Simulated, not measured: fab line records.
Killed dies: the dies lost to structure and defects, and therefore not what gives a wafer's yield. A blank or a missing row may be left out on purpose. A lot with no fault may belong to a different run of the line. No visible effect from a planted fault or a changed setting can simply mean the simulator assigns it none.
Shared-tool check ; flow n5_finfet ; 7 lots, 21 wafers sampled

== WHY THIS WAS OPENED ==
At N5_BEOL_M7_CD_MEAS_11 the reading cd_nm is flagged on 2 of 7 lots. Wafers without a fault read 38.5 nm, standard deviation 0.38.
Rule: a lot gets a flag if all its wafers with a number sit over 4 standard deviations from that mean, or if no wafer of it has a number. The rest of the lots are taken to be sound.

lot;measured;on;cd_nm (nm), wafer by wafer;flag
L913;day 10 17:44;cd_sem-03;38.4 39.0 38.9;
L924;day 14 05:19;cd_sem-02;38.5 38.5 38.6;
L926;day 15 04:48;cd_sem-02;31.9 32.6 32.3;FLAGGED
L929;day 15 07:25;cd_sem-01;38.4 38.9 39.3;
L930;day 15 11:29;cd_sem-03;33.3 33.3 33.6;FLAGGED
L918;day 16 14:38;cd_sem-01;38.0 38.4 37.8;
L936;day 16 15:20;cd_sem-02;38.8 38.6 38.0;
The numbers of the flagged lots are 32.8 nm on average: -5.7 nm against the usual, or -15 standard deviations.

== EACH LOT AND THE TOOL IT RAN ON ==
Before the reading, the record contains 4 process steps out of a 1938-step route. Read each cell as the tool, then ch plus the chambers that the sampled wafers visited, then the start.
lot;flag;N5_BEOL_M6_DEP_56;N5_BEOL_M7_ILD_DEP_00;N5_BEOL_M7_PECVD_70;N5_BEOL_M7_EXPOSE_08
L913;;pecvd-03 ch 0,1, day 10 15:11;pecvd-04 ch 0,1,2, day 10 15:19;pecvd-04 ch 0,1, day 10 15:56;arfi_scanner-03 ch 0, day 10 17:37
L924;;pecvd-01 ch 1,2, day 14 01:13;pecvd-01 ch 1,2, day 14 01:22;pecvd-03 ch 0,2, day 14 02:30;arfi_scanner-03 ch 0, day 14 05:11
L926;FLAGGED;pecvd-03 ch 1,2, day 15 01:02;pecvd-04 ch 0,1, day 15 01:10;pecvd-04 ch 1,2, day 15 02:08;arfi_scanner-03 ch 0, day 15 04:41
L929;;pecvd-02 ch 0,2, day 15 04:29;pecvd-04 ch 0,2, day 15 04:37;pecvd-03 ch 0,2, day 15 05:27;arfi_scanner-02 ch 0, day 15 07:18
L930;FLAGGED;pecvd-03 ch 0,1, day 15 09:11;pecvd-01 ch 0,2, day 15 09:19;pecvd-01 ch 0,2, day 15 09:56;arfi_scanner-03 ch 0, day 15 11:22
L918;;pecvd-01 ch 0,1,2, day 16 12:22;pecvd-04 ch 1,2, day 16 12:31;pecvd-01 ch 0,1, day 16 13:07;arfi_scanner-02 ch 0, day 16 14:30
L936;;pecvd-02 ch 0,1,2, day 16 12:47;pecvd-04 ch 0,1,2, day 16 12:55;pecvd-03 ch 0,1,2, day 16 13:36;arfi_scanner-02 ch 0, day 16 15:13
These steps, and what they do:
- N5_BEOL_M6_DEP_56: deposits SiCN from 3MS/NH3, target thk 10 nm, time 17.5 s.
- N5_BEOL_M7_ILD_DEP_00: deposits SiCOH lowk from DEMS/porogen, target thk 179.75 nm, time 33.4 s.
- N5_BEOL_M7_PECVD_70: deposits SiO2 from TEOS/O2, target thk 20 nm, time 22.7 s.
- N5_BEOL_M7_EXPOSE_08: exposes mask M7.
- N5_BEOL_M7_CD_MEAS_11: target cd 38.5 nm.

== FLAGGED OVER TOTAL, TOOL BY TOOL (the gauges that took the reading come last) ==
step;tool;lots run;flagged;share of the flagged lots;sound lots run after its first flagged lot
N5_BEOL_M6_DEP_56;pecvd-01;2;0;none;-
N5_BEOL_M6_DEP_56;pecvd-02;2;0;none;-
N5_BEOL_M6_DEP_56;pecvd-03;3;2;all;0
N5_BEOL_M7_ILD_DEP_00;pecvd-01;2;1;some;0
N5_BEOL_M7_ILD_DEP_00;pecvd-04;5;1;some;3 (L929,L918,L936)
N5_BEOL_M7_PECVD_70;pecvd-01;2;1;some;1 (L918)
N5_BEOL_M7_PECVD_70;pecvd-03;3;0;none;-
N5_BEOL_M7_PECVD_70;pecvd-04;2;1;some;0
N5_BEOL_M7_EXPOSE_08;arfi_scanner-02;3;0;none;-
N5_BEOL_M7_EXPOSE_08;arfi_scanner-03;4;2;all;0
N5_BEOL_M7_CD_MEAS_11;cd_sem-01;2;0;none;-
N5_BEOL_M7_CD_MEAS_11;cd_sem-02;3;1;some;1 (L936)
N5_BEOL_M7_CD_MEAS_11;cd_sem-03;2;1;some;0

== WHAT IS ALLOWED BY THE TABLE ==
pecvd-03 at N5_BEOL_M6_DEP_56 and arfi_scanner-03 at N5_BEOL_M7_EXPOSE_08 are the 2 rows of the table that ran each flagged lot.
- pecvd-03 at N5_BEOL_M6_DEP_56: 2 of its 3 lots flagged. Its last sound lot is L913 (day 10 15:11), its first flagged lot L926 (day 15 01:02): a fault that began between those two fits.
- arfi_scanner-03 at N5_BEOL_M7_EXPOSE_08: 2 of its 4 lots flagged. Its last sound lot is L924 (day 14 05:11), its first flagged lot L926 (day 15 04:41): a fault that began between those two fits. Its own readings (exposure_dose_mJ_cm2) fall more than 4 standard deviations out on all wafers of the flagged lots.
Because each of these 2 tools fits a fault that began at some hour, counting lots does not separate them. More lots, or a look at what each step does to the wafer, might.

== WHAT HAD BEEN PUT IN BY THE SIMULATOR ==
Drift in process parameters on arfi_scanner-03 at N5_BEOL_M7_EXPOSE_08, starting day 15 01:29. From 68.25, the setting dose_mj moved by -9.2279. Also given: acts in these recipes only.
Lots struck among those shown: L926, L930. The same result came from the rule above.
